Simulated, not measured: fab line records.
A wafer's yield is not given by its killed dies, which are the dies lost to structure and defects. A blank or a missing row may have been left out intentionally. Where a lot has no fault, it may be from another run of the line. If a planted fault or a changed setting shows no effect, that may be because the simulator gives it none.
Which tool did it?	flow n5_finfet	31 wafers from 12 lots sampled at 5 of the route's 1938 steps

## WHAT THE GAUGES SHOWED, per wafer
The record lacks any reading of a measuring or inspecting step that a usual standard deviation could be used to judge.

## TOOL THAT RAN EACH LOT (tool first, then ch and the chambers of the sampled wafers, then the start)
lot	N5_BEOL_M11_ETCH_65	N5_BEOL_M11_STRIP_36	N5_BEOL_M11_SURFACE_TREAT_76	N5_BEOL_M11_CVD_75	N5_PASSIVATION_PROBE_49
L323	rie_diel-05 ch 0,3, day 11 05:11	rie_diel-05 ch 0,3, day 11 05:26	pvd_sputter-03, day 11 07:46	cvd_co-02 ch 0,1,2, day 11 07:49	-
L322	rie_diel-06 ch 0,1, day 11 17:31	rie_diel-06 ch 0,1, day 11 17:44	pvd_sputter-02, day 11 18:58	cvd_co-01 ch 0,1,2, day 11 19:01	-
L324	rie_diel-06 ch 0,2,3, day 11 17:58	rie_diel-06 ch 0,2,3, day 11 18:13	pvd_sputter-01, day 11 19:38	cvd_co-01 ch 0,1,2, day 11 19:42	-
L325	rie_diel-05 ch 0,2,3, day 11 18:00	rie_diel-05 ch 0,2,3, day 11 18:14	pvd_sputter-01, day 11 19:40	cvd_co-01 ch 0,1,2, day 11 19:47	-
L329	rie_diel-02 ch 1,3, day 12 12:24	rie_diel-02 ch 1,3, day 12 12:38	pvd_sputter-01, day 12 13:59	cvd_co-01 ch 0,1, day 12 14:04	-
L332	rie_diel-05 ch 3, day 13 20:49	rie_diel-05 ch 3, day 13 21:03	pvd_sputter-03, day 13 22:45	cvd_co-01 ch 2, day 13 22:50	prober-01, day 15 17:55
L336	rie_diel-02 ch 2, day 14 09:35	rie_diel-02 ch 2, day 14 09:50	pvd_sputter-02, day 14 11:07	cvd_co-02 ch 1,2, day 14 11:26	-
L337	rie_diel-02 ch 3, day 14 14:41	rie_diel-02 ch 3, day 14 14:55	pvd_sputter-01, day 14 16:28	cvd_co-02 ch 0,2, day 14 16:53	-
L342	rie_diel-02 ch 0,3, day 15 22:42	rie_diel-02 ch 0,3, day 15 22:56	pvd_sputter-02, day 16 00:25	cvd_co-02 ch 0,2, day 16 00:29	-
L343	rie_diel-02 ch 0,3, day 16 02:51	rie_diel-02 ch 0,3, day 16 03:05	pvd_sputter-01, day 16 05:46	cvd_co-01 ch 1,2, day 16 05:50	-
L341	rie_diel-05 ch 2,3, day 16 05:11	rie_diel-05 ch 2,3, day 16 05:25	pvd_sputter-02, day 16 06:38	cvd_co-01 ch 0,1,2, day 16 06:41	-
L344	rie_diel-02 ch 0,1,3, day 16 11:01	rie_diel-02 ch 0,1,3, day 16 11:15	pvd_sputter-01, day 16 12:38	cvd_co-01 ch 0,1,2, day 16 12:44	-
- N5_BEOL_M11_ETCH_65: etches SiARC in CF4, target depth 39 nm, time 65 s.
- N5_BEOL_M11_STRIP_36: strips in N2/H2.
- N5_BEOL_M11_SURFACE_TREAT_76
- N5_BEOL_M11_CVD_75: deposits Co from CCTBA/H2, target thk 2 nm, time 138.9 s.
- N5_PASSIVATION_PROBE_49

## AS READ BY THE TOOLS THEMSELVES (means over the sampled wafers that have a number; for cases with no such wafer, the mark the record gives instead)
N5_BEOL_M11_ETCH_65. Usual: value, then standard deviation, for each; bias_w 36.00 W / 0.11; drypump_motor_current_A 5.9 A / 0.37; etch_rf_on_time_s 64.0 s / 2.7; oes_product_au 0.68 a.u. / 0.077; rf_vpp_V 183.9 V / 1.3; showerhead_plenum_p_Torr 2.13 Torr / 0.092; throttle_valve_pct 15.58 % / 0.28.
lot	tool	bias_w (W)	drypump_motor_current_A (A)	etch_rf_on_time_s (s)	oes_product_au (a.u.)	rf_vpp_V (V)	showerhead_plenum_p_Torr (Torr)	throttle_valve_pct (%)	flag
L323	rie_diel-05	35.85	5.6	64.1	0.70	184.1	2.14	15.53	
L322	rie_diel-06	36.07	6.0	66.8	0.64	183.6	2.07	15.82	
L324	rie_diel-06	36.06	6.1	65.0	0.71	184.5	2.16	15.36	
L325	rie_diel-05	36.07	5.8	64.6	0.67	183.6	2.10	15.56	
L329	rie_diel-02	35.89	6.1	62.4	0.65	182.8	2.05	15.56	
L332	rie_diel-05	36.07	5.9	69.1	0.61	184.3	2.23	16.08	
L336	rie_diel-02	36.06	5.7	65.3	0.70	184.7	2.25	15.66	
L337	rie_diel-02	36.01	6.2	62.6	0.68	182.8	2.08	15.50	
L342	rie_diel-02	36.00	5.9	62.8	0.66	183.1	2.09	15.60	
L343	rie_diel-02	36.01	5.9	63.2	0.65	183.4	2.09	15.60	
L341	rie_diel-05	36.05	6.0	68.0	0.60	183.7	2.13	15.87	
L344	rie_diel-02	35.99	5.8	62.1	0.71	183.7	2.15	15.53	

N5_BEOL_M11_STRIP_36. Usual: drypump_motor_current_A 5.9 A, standard deviation 0.36; oes_product_au 0.79 a.u., standard deviation 0.088; rf_vpp_V 59.3 V, standard deviation 2; showerhead_plenum_p_Torr 2.51 Torr, standard deviation 0.12; throttle_valve_pct 23.61 %, standard deviation 0.3.
lot	tool	drypump_motor_current_A (A)	oes_product_au (a.u.)	rf_vpp_V (V)	showerhead_plenum_p_Torr (Torr)	throttle_valve_pct (%)	flag
L323	rie_diel-05	5.6	0.82	58.1	2.52	23.42	
L322	rie_diel-06	5.9	0.76	58.7	2.45	23.85	
L324	rie_diel-06	6.1	0.83	61.1	2.57	23.58	
L325	rie_diel-05	5.8	0.77	57.9	2.48	23.51	
L329	rie_diel-02	6.1	0.74	58.6	2.40	23.48	
L332	rie_diel-05	5.9	0.74	60.2	2.63	24.03	
L336	rie_diel-02	5.7	0.82	60.6	2.69	23.93	
L337	rie_diel-02	6.2	0.79	59.5	2.43	23.49	
L342	rie_diel-02	5.9	0.76	60.3	2.44	23.49	
L343	rie_diel-02	5.9	0.76	58.9	2.44	23.50	
L341	rie_diel-05	5.9	0.72	58.2	2.52	23.87	
L344	rie_diel-02	5.8	0.81	59.0	2.53	23.48	

N5_BEOL_M11_CVD_75. Usual: 161.8 s for run_length_s, sd 0.46.
lot	tool	run_length_s (s)	flag
L323	cvd_co-02	161.7	
L322	cvd_co-01	161.7	
L324	cvd_co-01	161.8	
L325	cvd_co-01	161.8	
L329	cvd_co-01	162.6	
L332	cvd_co-01	162.2	
L336	cvd_co-02	161.7	
L337	cvd_co-02	161.8	
L342	cvd_co-02	161.5	
L343	cvd_co-01	162.0	
L341	cvd_co-01	161.6	
L344	cvd_co-01	161.8	

N5_PASSIVATION_PROBE_49. Usual: defect_limited_yield 91.1 %, standard deviation 1.4; killed_at_M0_to_M3 36, standard deviation 9.9; killed_at_M4_up 13, standard deviation 5.8; killed_at_contacts 14, standard deviation 5.9; killed_at_front_end 39, standard deviation 11; killed_at_other 3.4, standard deviation 2.9; killed_dies 105, standard deviation 17; killed_open 70, standard deviation 13; killed_short 34, standard deviation 7.3; sort_bin_5_function 5.3 %, standard deviation 1; sort_bin_6_memory 3.3 %, standard deviation 0.62; sort_bin_8_speed 0.01 %, standard deviation 0.057; sort_n_pass 1075, standard deviation 17.
lot	tool	defect_limited_yield (%)	killed_at_M0_to_M3	killed_at_M4_up	killed_at_contacts	killed_at_front_end	killed_at_other	killed_dies	killed_open	killed_short	sort_bin_5_function (%)	sort_bin_6_memory (%)	sort_bin_8_speed (%)	sort_n_pass	flag
L332	prober-01	89.4	26	19	15	57	8.0	125	84	40	6.9	3.3	0.00	1055	

## THE ANSWER, worked out from the rows above alone
Rule: a lot is off if the mean of its wafers that have a number lies more than 3 standard deviations from the usual mean. Also off: a lot with no number at a reading for which 4 or more lots have one. Where the step has rows for the other lots, those lots are counted as sound. Order of review: gauges by route order, followed by the tools' own readings, for which a lot's mean as printed above is used. At the first step where some lot is off, the reading lying furthest off is the one used; lots without a number count as furthest.
No lot is off at any reading shown: from this, nothing can be told.

## WHAT THE SIMULATOR HAD PUT IN
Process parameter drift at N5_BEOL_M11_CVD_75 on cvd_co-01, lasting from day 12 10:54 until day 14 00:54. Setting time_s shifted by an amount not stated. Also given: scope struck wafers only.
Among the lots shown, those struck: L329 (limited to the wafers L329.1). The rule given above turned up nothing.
